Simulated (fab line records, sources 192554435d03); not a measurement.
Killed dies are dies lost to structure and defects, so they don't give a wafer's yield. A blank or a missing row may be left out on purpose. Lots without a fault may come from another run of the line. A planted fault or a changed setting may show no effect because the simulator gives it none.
fab line records | flow n5_finfet
record lots=24 wafers=72 last_day=17
route steps=1938 shown BEOL_M4@1040 BEOL_M5@1112
lots that met no fault: from a run of the same line without faults
start_h: hours from the record's first day to the start of the lot's first wafer shown | wait_h: hours since the lot's step before | " the same as in the row above | L1.1+2: a row that stands for several wafers | - no value, or no start given | * or withheld: withheld | < > ~ a bound
route shown NAME@n: a module of which the file shows steps, and the number in the route of the first | usual: mean/standard deviation of fault-free wafers | same: alike in all rows | chamber/n: place in a boat | sites: the reading at each site | _std_site: their standard deviation | _edge_site: outer sites' mean less inner sites' | radius_mm: how far each site lies from the wafer's centre | mask NAME#n: copy n | behind: the tool/chamber that last shaped the wafer | hold: why the lot was held/for how many hours/how that ended | device: the transistor (n, p or np) that didn't switch | end of line: the same wafers' tests at the end of the route | a step without rows: its recipe alone | killed: dies lost to structure and defects at the first sort, not the wafer's yield | map: a wafer's dies, x killed, . not, _ none there
set.NAME: the setting as run; set.NAME@STEP: as run at that earlier step | model.NAME: the simulator's own value behind a step, which no gauge read
steps of the route over a sample of lots; a table a step, a row a wafer
services: from which hour (start_h, from the record's first day; less than 0 if before it) a tool's chamber was out of use, for how many hours, and why
## steps
# step N5_BEOL_M4_ETCH_64
# recipe chemistry=N2/H2 target=SOC target_depth_a=750 overetch_a=225 mask_material=SiARC temp_c=40 time_s=121.9 ion_energy_ev=200 pressure_mtorr=30 source_w=840 bias_w=150 n2_flow_sccm=200 h2_flow_sccm=200
# usual drypump_motor_current_A=5.9/0.34 oes_product_au=0.60/0.063 rf_vpp_V=523.8/2.4 showerhead_plenum_p_Torr=2.53/0.086 throttle_valve_pct=17.76/0.19
# columns lot.wafer tool chamber start_h wait_h drypump_motor_current_A oes_product_au rf_hours_counter_h rf_vpp_V showerhead_plenum_p_Torr throttle_valve_pct
L074.2 rie_diel-02 3 168.58 0.0 5.5 0.71 5 526.2 2.61 17.77
L074.3 " 0 " " 6.3 0.64 74 519.7 2.46 17.71
L074.6 " 1 " " 6.1 0.53 - 523.2 2.51 17.68
L075.1 rie_diel-03 0 171.35 0.0 6.0 0.57 123 521.5 2.45 17.67
L075.4 " 1 " " 6.6 0.55 223 523.9 2.50 18.01
L075.6 " 3 " " 5.9 0.55 - 520.6 2.41 18.02
L076.1 rie_diel-02 3 179.27 0.0 5.5 0.70 8 525.7 2.61 17.77
L076.3 " 2 " " 5.9 0.56 167 528.0 2.64 17.81
L076.5 " 1 " " 6.1 0.53 - 524.5 2.51 17.68
L077.2 rie_diel-04 1 179.51 0.0 6.3 0.63 86 523.5 2.46 17.36
L077.3 " 0 " " 5.8 0.71 6 528.2 2.71 17.43
L077.4 " 2 " " 6.1 0.54 224 524.1 2.52 18.01
L078.2 rie_diel-02 3 179.67 0.0 5.5 0.71 8 525.5 2.61 17.77
L078.3 " 0 " " 6.3 0.64 78 523.0 2.46 17.73
L078.6 " 0 " " 6.3 0.65 - 521.1 2.46 17.71
L079.1 rie_diel-02 1 198.92 0.0 6.1 0.52 218 523.7 2.51 17.70
L079.4 " 3 " " 5.5 0.69 15 527.1 2.60 17.80
L079.6 " 2 " " 5.9 0.56 - 526.7 2.63 17.85
L080.1 rie_diel-02 0 205.11 0.0 6.4 0.63 87 521.7 2.45 17.73
L080.4 " 2 " " 5.9 0.56 176 526.2 2.63 17.84
L080.5 " 3 " " 5.5 0.68 - 524.9 2.60 17.78
L081.1 rie_diel-02 1 206.67 0.0 6.1 0.53 220 522.8 2.51 17.68
L081.4 " 3 " " 5.5 0.68 18 526.4 2.60 17.81
L081.5 " 2 " " 5.9 0.55 - 524.6 2.63 17.85
L082.1 rie_diel-03 3 212.07 0.0 5.9 0.54 196 520.9 2.41 18.04
L082.2 " 1 " " 6.6 0.54 237 522.2 2.50 18.03
L082.5 " 2 " " 5.7 0.57 - 524.6 2.56 17.77
L084.2 rie_diel-04 1 212.74 0.0 6.3 0.62 97 520.5 2.46 17.38
L084.3 " 3 " " 5.1 0.66 42 524.8 2.60 18.02
L084.5 " 1 " " 6.3 0.62 - 521.3 2.46 17.39
L083.3 rie_diel-04 3 212.98 0.0 5.1 0.66 42 524.3 2.60 18.03
L083.4 " 0 " " 5.8 0.69 18 528.6 2.71 17.45
L083.6 " 0 " " 5.8 0.70 - 528.5 2.71 17.45
L085.3 rie_diel-02 1 231.69 0.1 6.1 0.52 - 523.1 2.50 17.71
L085.4 " 3 " " 5.5 0.66 - 525.7 2.60 17.82
L085.5 " 3 " " 5.5 0.66 - 524.6 2.60 17.82
L086.3 rie_diel-03 0 243.17 0.0 6.1 0.56 149 519.7 2.44 17.72
L086.5 " 3 " " 5.9 0.53 - 519.6 2.40 18.05
L086.6 " 2 " " 5.7 0.57 - 523.4 2.55 17.78
L089.3 rie_diel-02 2 248.63 0.0 5.9 0.55 187 526.4 2.63 17.84
L089.5 " 2 " " 5.9 0.54 - 525.6 2.63 17.86
L089.6 " 3 " " 5.5 0.66 - 525.5 2.59 17.82
L088.1 rie_diel-03 2 252.02 0.0 5.7 0.57 156 524.1 2.55 17.80
L088.2 " 0 " " 6.0 0.56 153 522.0 2.44 17.73
L088.4 " 0 " " 6.0 0.56 - 520.4 2.44 17.74
L090.1 rie_diel-02 1 253.52 0.0 6.1 0.51 241 523.9 2.50 17.73
L090.5 " 1 " " 6.1 0.52 - 523.2 2.50 17.72
L090.6 " 0 " " 6.3 0.62 - 521.0 2.45 17.75
L087.2 rie_diel-02 2 263.74 0.0 5.9 0.55 194 526.1 2.63 17.86
L087.3 " 3 " " 5.5 0.64 41 524.1 2.59 17.84
L087.5 " 1 " " 6.0 0.51 - 525.0 2.50 17.74
L092.1 rie_diel-04 3 268.30 0.0 5.1 0.65 56 523.7 2.59 18.04
L092.2 " 1 " " 6.3 0.61 115 521.2 2.45 17.42
L092.4 " 1 " " 6.3 0.60 - 520.9 2.45 17.42
L093.1 rie_diel-02 2 276.30 0.0 5.9 0.55 198 526.8 2.62 17.87
L093.3 " 0 " " 6.4 0.61 109 522.2 2.44 17.76
L093.5 " 3 " " 5.5 0.64 - 524.8 2.59 17.85
L094.1 rie_diel-03 3 281.01 0.0 5.9 0.53 225 521.3 2.39 18.08
L094.3 " 1 " " 6.6 0.75 4 522.8 2.49 17.62
L094.4 " 0 " " 6.0 0.54 - 521.4 2.43 17.74
L091.1 rie_diel-04 3 287.61 0.0 5.1 0.63 66 524.4 2.59 18.08
L091.2 " 2 " " 6.1 0.74 0 522.2 2.51 17.61
L091.4 " 1 " " 6.3 0.59 124 522.4 2.45 17.43
L095.3 rie_diel-02 3 287.76 0.0 5.5 0.64 49 524.5 2.59 17.87
L095.4 " 0 " " 6.4 0.61 - 522.6 2.44 17.76
L095.6 " 2 " " 5.9 0.54 - 526.5 2.62 17.89
L096.2 rie_diel-04 2 292.14 0.0 6.1 0.73 2 521.9 2.51 17.61
L096.4 " 1 " " 6.3 0.60 126 521.3 2.45 17.45
L096.6 " 0 " " 5.8 0.65 - 526.8 2.69 17.49
L097.3 rie_diel-02 0 302.59 0.0 6.3 0.61 120 520.1 2.44 17.80
L097.5 " 1 " " 6.1 0.73 - 523.5 2.50 17.39
L097.6 " 2 " " 5.9 0.54 - 525.1 2.62 17.91
# step N5_BEOL_M4_HM_OPEN_17
# recipe chemistry=Cl2/BCl3 target_depth_a=200 overetch_a=60 target=TiN mask_material=SOC ion_energy_ev=150 pressure_mtorr=10 icp_w=1000 bias_w=126 Cl2_flow_sccm=53.25 bcl3_flow_sccm=21.75 Ar_flow_sccm=25
# usual drypump_motor_current_A=5.5/0.44 oes_product_au=0.59/0.076 throttle_valve_pct=22.4/0.31
# columns lot.wafer tool chamber start_h wait_h drypump_motor_current_A oes_product_au rf_hours_counter_h throttle_valve_pct
L074.2 rie_metal-03 1 168.75 0.0 6.3 0.58 82 22.3
L074.3 " 1 " " 6.3 0.58 - 22.3
L074.6 " 0 " " 4.8 0.52 - 22.5
L075.1 rie_metal-01 0 171.52 0.0 5.3 0.61 71 22.0
L075.4 " 1 " " 5.5 0.55 - 22.8
L075.6 " 0 " " 5.3 0.61 - 22.1
L076.1 rie_metal-03 1 179.44 0.0 6.2 0.58 82 22.3
L076.3 " 1 " " 6.3 0.58 - 22.3
L076.5 " 0 " " 4.8 0.52 - 22.5
L077.2 rie_metal-02 0 179.68 0.0 5.5 0.74 16 22.0
L077.3 " 0 " " 5.5 0.73 - 22.0
L077.4 " 1 " " 5.2 0.57 - 22.1
L078.2 rie_metal-01 1 179.85 0.0 5.5 0.55 102 22.8
L078.3 " 0 " " 5.3 0.60 - 22.1
L078.6 " 0 " " 5.3 0.61 - 22.1
L079.1 rie_metal-01 1 199.09 0.0 5.5 0.55 104 22.8
L079.4 " 1 " " 5.5 0.55 - 22.8
L079.6 " 0 " " 5.3 0.60 - 22.1
L080.1 rie_metal-01 0 205.28 0.0 5.3 0.59 74 22.1
L080.4 " 1 " " 5.5 0.55 - 22.8
L080.5 " 0 " " 5.3 0.60 - 22.0
L081.1 rie_metal-03 1 206.84 0.0 6.3 0.58 85 22.3
L081.4 " 0 " " 4.8 0.52 - 22.5
L081.5 " 1 " " 6.3 0.58 - 22.3
L082.1 rie_metal-01 0 212.25 0.0 5.3 0.59 75 22.1
L082.2 " 1 " " 5.5 0.54 105 22.8
L082.5 " 1 " " 5.5 0.54 - 22.8
L084.2 rie_metal-03 1 212.92 0.0 6.3 0.58 85 22.3
L084.3 " 1 " " 6.2 0.58 - 22.3
L084.5 " 1 " " 6.3 0.58 - 22.3
L083.3 rie_metal-01 1 213.18 0.1 5.5 0.54 - 22.8
L083.4 " 0 " " 5.3 0.59 - 22.1
L083.6 " 1 " " 5.5 0.55 - 22.8
L085.3 rie_metal-03 1 231.94 0.1 6.3 0.56 - 22.3
L085.4 " 1 " " 6.3 0.57 - 22.3
L085.5 " 1 " " 6.3 0.57 - 22.3
L086.3 rie_metal-01 1 243.38 0.1 5.5 0.55 - 22.8
L086.5 " 0 " " 5.3 0.60 - 22.1
L086.6 " 1 " " 5.5 0.55 - 22.8
L089.3 rie_metal-02 1 248.83 0.1 5.2 0.55 - 22.1
L089.5 " 0 " " 5.5 0.71 - 22.0
L089.6 " 1 " " 5.2 0.56 - 22.1
L088.1 rie_metal-02 0 252.19 0.0 5.5 0.71 20 22.0
L088.2 " 1 " " 5.3 0.56 104 22.0
L088.4 " 1 " " 5.2 0.56 - 22.1
L090.1 rie_metal-01 1 253.70 0.0 5.5 0.53 110 22.8
L090.5 " 1 " " 5.6 0.54 - 22.8
L090.6 " 0 " " 5.3 0.58 - 22.1
L087.2 rie_metal-03 1 263.92 0.0 6.3 0.57 92 22.3
L087.3 " 1 " " 6.3 0.57 - 22.3
L087.5 " 1 " " 6.3 0.57 - 22.3
L092.1 rie_metal-03 1 268.48 0.0 6.3 0.57 93 22.3
L092.2 " 0 " " 4.8 0.82 3 22.4
L092.4 " 0 " " 4.8 0.83 - 22.4
L093.1 rie_metal-01 1 276.47 0.0 5.5 0.54 111 22.8
L093.3 " 0 " " 5.3 0.58 - 22.1
L093.5 " 0 " " 5.3 0.58 - 22.1
L094.1 rie_metal-01 1 281.19 0.0 5.5 0.54 112 22.8
L094.3 " 1 " " 5.5 0.54 - 22.8
L094.4 " 0 " " 5.3 0.58 - 22.1
L091.1 rie_metal-03 0 287.79 0.0 4.8 0.80 5 22.4
L091.2 " 1 " " 6.3 0.57 95 22.3
L091.4 " 0 " " 4.8 0.80 - 22.4
L095.3 rie_metal-01 1 287.96 0.1 5.5 0.53 - 22.8
L095.4 " 0 " " 5.3 0.59 - 22.1
L095.6 " 1 " " 5.5 0.54 - 22.8
L096.2 rie_metal-02 1 292.32 0.0 5.3 0.55 107 22.1
L096.4 " 1 " " 5.2 0.56 - 22.1
L096.6 " 0 " " 5.5 0.71 - 22.0
L097.3 rie_metal-01 1 302.80 0.1 5.5 0.53 - 22.8
L097.5 " 0 " " 5.3 0.59 - 22.1
L097.6 " 1 " " 5.5 0.53 - 22.8
# step N5_BEOL_M4_DEGAS_44
# recipe ambient=vacuum temp_c=250 time_s=60
# usual heater_power_w=339/41
# columns lot.wafer tool chamber start_h wait_h heater_power_w
L074.2 pvd_sputter-03 - 173.47 0.5 335
L074.3 " - " " 339
L074.6 " - " " 328
L075.1 pvd_sputter-02 - 173.60 0.5 413
L075.4 " - " " 273
L075.6 " - " " 332
L076.1 pvd_sputter-02 - 183.22 0.2 269
L076.3 " - " " 404
L076.5 " - " " 400
L078.2 pvd_sputter-03 - 189.16 0.3 314
L078.3 " - " " 336
L078.6 " - " " 330
L077.2 pvd_sputter-02 - 189.26 0.4 377
L077.3 " - " " 410
L077.4 " - " " 269
L079.1 pvd_sputter-01 - 205.49 0.4 357
L079.4 " - " " 295
L079.6 " - " " 372
L080.1 pvd_sputter-01 - 208.69 0.3 359
L080.4 " - " " 320
L080.5 " - " " 357
L081.1 pvd_sputter-02 - 212.29 0.2 383
L081.4 " - " " 412
L081.5 " - " " 276
L082.1 pvd_sputter-02 - 215.01 0.2 385
L082.2 " - " " 399
L082.5 " - " " 375
L083.3 pvd_sputter-01 - 220.09 0.4 315
L083.4 " - " " 307
L083.6 " - " " 362
L084.2 pvd_sputter-02 - 220.16 0.2 378
L084.3 " - " " 411
L084.5 " - " " 264
L085.3 pvd_sputter-02 - 241.98 0.6 271
L085.4 " - " " 375
L085.5 " - " " 415
L086.3 pvd_sputter-01 - 246.63 0.2 368
L086.5 " - " " 355
L086.6 " - " " 315
L089.3 pvd_sputter-03 - 255.00 1.4 341
L089.5 " - " " 306
L089.6 " - " " 343
L088.1 pvd_sputter-02 - 258.86 0.4 380
L088.2 " - " " 270
L088.4 " - " " 332
L090.1 pvd_sputter-02 - 262.98 0.4 380
L090.5 " - " " 340
L090.6 " - " " 271
L087.2 pvd_sputter-02 - 272.74 0.2 388
L087.3 " - " " 410
L087.5 " - " " 380
L092.1 pvd_sputter-03 - 277.40 0.5 337
L092.2 " - " " 307
L092.4 " - " " 337
L094.1 pvd_sputter-02 - 286.78 0.2 414
L094.3 " - " " 384
L094.4 " - " " 330
L093.1 pvd_sputter-01 - 286.80 0.2 296
L093.3 " - " " 362
L093.5 " - " " 299
L091.1 pvd_sputter-03 - 296.17 0.8 334
L091.2 " - " " 327
L091.4 " - " " 304
L095.3 pvd_sputter-02 - 296.17 0.6 369
L095.4 " - " " 333
L095.6 " - " " 267
L096.2 pvd_sputter-03 - 296.25 0.6 337
L096.4 " - " " 333
L096.6 " - " " 331
L097.3 pvd_sputter-03 - 306.42 0.4 328
L097.5 " - " " 333
L097.6 " - " " 310
# step N5_BEOL_M4_ANNEAL_91
# recipe temp_c=400 time_s=240 ambient=vacuum
# usual heater_power_w=847/89
# columns lot.wafer tool chamber start_h wait_h heater_power_w
L074.2 pvd_sputter-03 - 177.13 0.0 796
L074.3 " - " " 815
L074.6 " - " " 840
L075.1 pvd_sputter-02 - 177.53 0.0 979
L075.4 " - " " 686
L075.6 " - " " 690
L076.1 pvd_sputter-02 - 186.54 0.0 975
L076.3 " - " " 677
L076.5 " - " " 841
L078.2 pvd_sputter-03 - 191.18 0.0 835
L078.3 " - " " 762
L078.6 " - " " 847
L077.2 pvd_sputter-02 - 191.36 0.0 670
L077.3 " - " " 1008
L077.4 " - " " 964
L079.1 pvd_sputter-03 - 207.48 0.0 827
L079.4 " - " " 775
L079.6 " - " " 845
L080.1 pvd_sputter-03 - 210.56 0.0 836
L080.4 " - " " 855
L080.5 " - " " 837
L081.1 pvd_sputter-01 - 214.62 0.0 794
L081.4 " - " " 910
L081.5 " - " " 889
L082.1 pvd_sputter-03 - 218.38 0.0 807
L082.2 " - " " 783
L082.5 " - " " 868
L083.3 pvd_sputter-02 - 221.94 0.0 843
L083.4 " - " " 1037
L083.6 " - " " 1020
L084.2 pvd_sputter-01 - 222.13 0.0 788
L084.3 " - " " 868
L084.5 " - " " 888
L085.3 pvd_sputter-01 - 244.03 0.0 883
L085.4 " - " " 796
L085.5 " - " " 815
L086.3 pvd_sputter-03 - 249.01 0.0 763
L086.5 " - " " 823
L086.6 " - " " 754
L089.3 pvd_sputter-02 - 257.39 0.0 1008
L089.5 " - " " 848
L089.6 " - " " 670
L088.1 pvd_sputter-01 - 262.27 0.0 721
L088.2 " - " " 903
L088.4 " - " " 781
L090.1 pvd_sputter-01 - 265.27 0.0 776
L090.5 " - " " 878
L090.6 " - " " 782
L087.2 pvd_sputter-03 - 274.96 0.0 853
L087.3 " - " " 812
L087.5 " - " " 835
L092.1 pvd_sputter-02 - 279.26 0.0 1003
L092.2 " - " " 685
L092.4 " - " " 839
L093.1 pvd_sputter-03 - 290.11 0.0 769
L093.3 " - " " 862
L093.5 " - " " 808
L094.1 pvd_sputter-02 - 290.60 0.0 851
L094.3 " - " " 929
L094.4 " - " " 998
L091.1 pvd_sputter-03 - 298.25 0.0 822
L091.2 " - " " 755
L091.4 " - " " 866
L095.3 pvd_sputter-02 - 298.35 0.0 693
L095.4 " - " " 1037
L095.6 " - " " 1014
L096.2 pvd_sputter-01 - 299.44 0.0 899
L096.4 " - " " 910
L096.6 " - " " 894
L097.3 pvd_sputter-01 - 308.37 0.0 727
L097.5 " - " " 726
L097.6 " - " " 878
# step N5_BEOL_M4_SPUTTER_96
# recipe material=Cu target_thk_a=45 temp_c=-20 chamber_pressure_pa=0.07 power_w=withheld time_s=8.29
# usual throttle_valve_pct=30.0/1.2
# columns lot.wafer tool chamber start_h wait_h throttle_valve_pct
L074.2 pvd_sputter-03 - 177.71 0.1 31.3
L074.3 " - " " 31.4
L074.6 " - " " 31.4
L075.1 pvd_sputter-02 - 178.18 0.1 31.0
L075.4 " - " " 30.8
L075.6 " - " " 30.7
L076.1 pvd_sputter-02 - 187.12 0.1 31.1
L076.3 " - " " 30.8
L076.5 " - " " 29.2
L078.2 pvd_sputter-03 - 191.76 0.1 30.7
L078.3 " - " " 31.1
L078.6 " - " " 31.4
L077.2 pvd_sputter-02 - 191.94 0.1 30.5
L077.3 " - " " 27.2
L077.4 " - " " 31.1
L079.1 pvd_sputter-03 - 208.06 0.1 30.2
L079.4 " - " " 31.2
L079.6 " - " " 31.6
L080.1 pvd_sputter-03 - 211.14 0.1 30.6
L080.4 " - " " 31.0
L080.5 " - " " 31.5
L081.1 pvd_sputter-01 - 215.20 0.1 30.0
L081.4 " - " " 29.0
L081.5 " - " " 29.2
L082.1 pvd_sputter-03 - 218.96 0.1 30.2
L082.2 " - " " 31.1
L082.5 " - " " 30.5
L083.3 pvd_sputter-02 - 222.52 0.1 29.2
L083.4 " - " " 27.2
L083.6 " - " " 27.3
L084.2 pvd_sputter-01 - 222.71 0.1 29.5
L084.3 " - " " 30.0
L084.5 " - " " 30.1
L085.3 pvd_sputter-01 - 244.61 0.1 30.1
L085.4 " - " " 29.5
L085.5 " - " " 30.1
L086.3 pvd_sputter-03 - 249.59 0.1 30.9
L086.5 " - " " 30.2
L086.6 " - " " 31.3
L089.3 pvd_sputter-02 - 257.97 0.1 27.2
L089.5 " - " " 29.2
L089.6 " - " " 30.5
L088.1 pvd_sputter-01 - 262.85 0.1 28.9
L088.2 " - " " 29.5
L088.4 " - " " 29.9
L090.1 pvd_sputter-01 - 265.85 0.1 28.9
L090.5 " - " " 30.1
L090.6 " - " " 29.7
L087.2 pvd_sputter-03 - 275.54 0.1 31.4
L087.3 " - " " 30.2
L087.5 " - " " 30.0
L092.1 pvd_sputter-02 - 279.84 0.1 27.1
L092.2 " - " " 30.5
L092.4 " - " " 29.1
L093.1 pvd_sputter-03 - 290.69 0.1 31.2
L093.3 " - " " 30.5
L093.5 " - " " 30.1
L094.1 pvd_sputter-02 - 291.18 0.1 29.0
L094.3 " - " " 31.2
L094.4 " - " " 27.0
L091.1 pvd_sputter-03 - 298.83 0.1 29.9
L091.2 " - " " 31.2
L091.4 " - " " 31.1
L095.3 pvd_sputter-02 - 298.93 0.1 30.8
L095.4 " - " " 27.0
L095.6 " - " " 27.2
L096.2 pvd_sputter-01 - 300.02 0.1 30.3
L096.4 " - " " 29.3
L096.6 " - " " 29.3
L097.3 pvd_sputter-01 - 308.95 0.1 28.9
L097.5 " - " " 28.9
L097.6 " - " " 30.3
# step N5_BEOL_M5_ILD_DEP_00
# recipe material=SiCOH_lowk target_thk_a=1406.4 temp_c=300 precursor=DEMS/porogen pressure_torr=5 rf_w=500 time_s=25.9
# usual heater_power_w=315/47 showerhead_plenum_p_Torr=5.734/0.018 throttle_valve_pct=14.1/0.65
# columns lot.wafer tool chamber start_h wait_h heater_power_w showerhead_plenum_p_Torr throttle_valve_pct
L074.2 pecvd-01 2 179.78 0.7 339 5.765 13.6
L074.3 " 0 " " 358 5.726 14.1
L074.6 " 0 " " 355 5.730 14.1
L075.1 pecvd-02 0 180.27 0.8 328 5.739 14.6
L075.4 " 1 " " 189 5.743 14.0
L075.6 " 1 " " 186 5.720 14.2
L076.1 pecvd-04 1 189.19 0.8 315 5.752 15.0
L076.3 " 0 " " 247 5.711 14.9
L076.5 " 2 " " 307 5.724 13.1
L078.2 pecvd-04 2 193.89 0.7 283 5.712 13.0
L078.3 " 0 " " 296 5.725 14.4
L078.6 " 0 " " 300 5.705 14.7
L077.2 pecvd-04 2 194.11 0.7 311 5.720 13.0
L077.3 " 0 " " 309 5.718 14.4
L077.4 " 2 " " 305 5.718 13.2
L079.1 pecvd-04 0 210.23 0.8 302 5.712 14.2
L079.4 " 1 " " 279 5.755 14.6
L079.6 " 0 " " 303 5.702 14.6
L080.1 pecvd-04 2 213.37 0.9 311 5.716 13.3
L080.4 " 0 " " 310 5.723 14.1
L080.5 " 2 " " 306 5.726 13.1
L081.1 pecvd-01 0 218.56 0.8 388 5.716 14.2
L081.4 " 0 " " 390 5.730 14.1
L081.5 " 0 " " 389 5.727 14.3
L082.1 pecvd-01 2 221.08 0.8 357 5.735 13.3
L082.2 " 0 " " 348 5.724 14.0
L082.5 " 0 " " 363 5.709 14.0
L083.3 pecvd-01 0 224.94 0.5 316 5.727 14.3
L083.4 " 2 " " 298 5.739 13.5
L083.6 " 2 " " 297 5.736 13.8
L084.2 pecvd-02 2 225.05 0.7 347 5.726 13.5
L084.3 " 1 " " 216 5.748 14.2
L084.5 " 0 " " 361 5.729 15.0
L085.3 pecvd-01 2 246.69 0.5 334 5.764 13.5
L085.4 " 0 " " 350 5.713 14.1
L085.5 " 2 " " 346 5.747 13.6
L086.3 pecvd-04 0 251.66 0.5 278 5.719 14.7
L086.5 " 1 " " 303 5.753 14.9
L086.6 " 2 " " 311 5.733 13.4
L089.3 pecvd-01 0 260.15 0.5 405 5.718 14.3
L089.5 " 0 " " 400 5.742 13.9
L089.6 " 1 " " 295 5.774 15.0
L088.1 pecvd-02 1 265.31 0.8 199 5.732 13.8
L088.2 " 2 " " 322 5.730 13.6
L088.4 " 2 " " 329 5.731 13.8
L090.1 pecvd-04 1 268.17 0.8 305 5.751 14.7
L090.5 " 0 " " 313 5.716 14.4
L090.6 " 1 " " 313 5.766 14.6
L087.2 pecvd-04 0 277.62 0.7 307 5.706 14.5
L087.3 " 2 " " 300 5.715 13.2
L087.5 " 0 " " 247 5.697 14.5
L092.1 pecvd-01 0 281.99 0.8 387 5.724 13.9
L092.2 " 1 " " 345 5.760 15.0
L092.4 " 0 " " 400 5.714 14.4
L093.1 pecvd-04 0 292.81 0.8 280 5.723 14.9
L093.3 " 2 " " 298 5.723 13.5
L093.5 " 0 " " 284 5.720 14.7
L094.1 pecvd-02 2 293.51 0.8 336 5.741 13.5
L094.3 " 0 " " 364 5.737 15.0
L094.4 " 1 " " 213 5.744 13.8
L091.1 pecvd-02 2 301.23 0.8 390 5.740 13.9
L091.2 " 0 " " 355 5.740 15.2
L091.4 " 2 " " 390 5.757 13.7
L095.3 pecvd-04 0 301.30 0.5 295 5.707 14.5
L095.4 " 2 " " 291 5.723 13.4
L095.6 " 1 " " 283 5.752 14.9
L096.2 pecvd-01 1 302.17 0.7 341 5.757 15.0
L096.4 " 2 " " 367 5.747 12.5
L096.6 " 1 " " 333 5.767 14.9
L097.3 pecvd-01 1 311.10 0.5 344 5.750 15.0
L097.5 " 1 " " 267 5.759 14.9
L097.6 " 0 " " 341 5.724 14.2
## services
# columns tool chamber start_h hours kind
pvd_sputter-02 - 156.98 2.5 repair
pecvd-04 1 163.21 12.7 repair
rie_metal-03 - 166.31 0.1 repair
pecvd-01 0 180.55 29.4 repair
pecvd-02 1 185.11 2.6 repair
rie_diel-02 1 186.80 2.4 repair
rie_metal-02 0 204.68 21.3 repair
rie_diel-02 0 218.61 13.5 repair
pecvd-04 2 228.25 5.5 scheduled_down
rie_diel-04 3 229.55 4.3 repair
rie_metal-01 - 241.06 0.3 repair
pecvd-01 - 250.03 3.0 repair
pvd_sputter-01 - 254.97 2.7 repair
pecvd-01 2 257.90 - clean
pecvd-01 2 257.90 - consumable_replace:showerhead
pecvd-01 2 257.90 29.0 scheduled_down
pecvd-01 2 257.90 29.0 vent_cycle
pecvd-01 - 262.76 8.9 repair
rie_diel-03 2 280.67 4.3 repair
rie_diel-02 1 282.03 - clean
rie_diel-02 1 282.03 - consumable_replace:focus_ring
rie_diel-02 1 282.03 19.3 scheduled_down
rie_diel-02 1 282.03 19.3 vent_cycle
rie_diel-03 0 298.30 15.4 repair
## key
fault none
